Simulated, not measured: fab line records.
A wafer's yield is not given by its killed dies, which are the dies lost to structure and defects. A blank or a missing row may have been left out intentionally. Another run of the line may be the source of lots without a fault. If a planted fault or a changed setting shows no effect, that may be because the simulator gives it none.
Which tool did it? / flow n5Finfet / route of 1938 steps, sampled at 1 step: 12 lots, 36 wafers

== WHAT THE GAUGES SHOWED, per wafer ==
N5_BEOL_M4_CD_MEAS_28: target cd 26.2 nm, target cd y 24.1 nm.
lot=L075; measured=day 7 22:13; on=cdSem-03; cdNm (nm)=26.66 26.14 26.65
lot=L078; measured=day 8 05:04; on=cdSem-01; cdNm (nm)=25.93 26.42 25.97
lot=L079; measured=day 8 18:03; on=cdSem-03; cdNm (nm)=26.01 25.92 26.01
lot=L081; measured=day 9 12:14; on=cdSem-01; cdNm (nm)=25.74 26.34 26.09
lot=L083; measured=day 9 16:37; on=cdSem-01; cdNm (nm)=26.10 25.99 26.28
lot=L086; measured=day 10 07:11; on=cdSem-01; cdNm (nm)=26.28 26.52 26.48
lot=L087; measured=day 10 16:21; on=cdSem-03; cdNm (nm)=26.22 26.27 26.29
lot=L089; measured=day 12 00:10; on=cdSem-02; cdNm (nm)=26.35 26.62 26.47
lot=L092; measured=day 12 03:21; on=cdSem-01; cdNm (nm)=26.17 26.10 26.26
lot=L093; measured=day 12 14:23; on=cdSem-01; cdNm (nm)=26.04 26.06 26.24
lot=L097; measured=day 13 06:10; on=cdSem-03; cdNm (nm)=26.02 26.14 25.90
lot=L095; measured=day 13 07:13; on=cdSem-01; cdNm (nm)=25.93 26.25 26.17

== WHAT TOOL EACH LOT RAN ON (gives the tool, then ch and the chambers of the sampled wafers, and finally the start) ==
Before these readings, the record contains no process step.

== THE ANSWER, worked out from the rows above alone ==
Rule: the usual values come from the lots themselves. The widest of any qualifying gaps counts: lots, ordered by their means at a reading, are off when they make up no more than a third of the lots, leave a main group of 4 or more, and stand apart from it by 3 or more times the standard deviation of that group's means. Not used: any main group whose means are identical at the precision the tables above print for the reading. Also off: a lot with no number at a reading for which 4 or more lots have one. The other lots that the step has rows for count as sound.
No lot is off on any of the readings shown, so nothing can be concluded from this.

== WHAT THE SIMULATOR PUT IN ==
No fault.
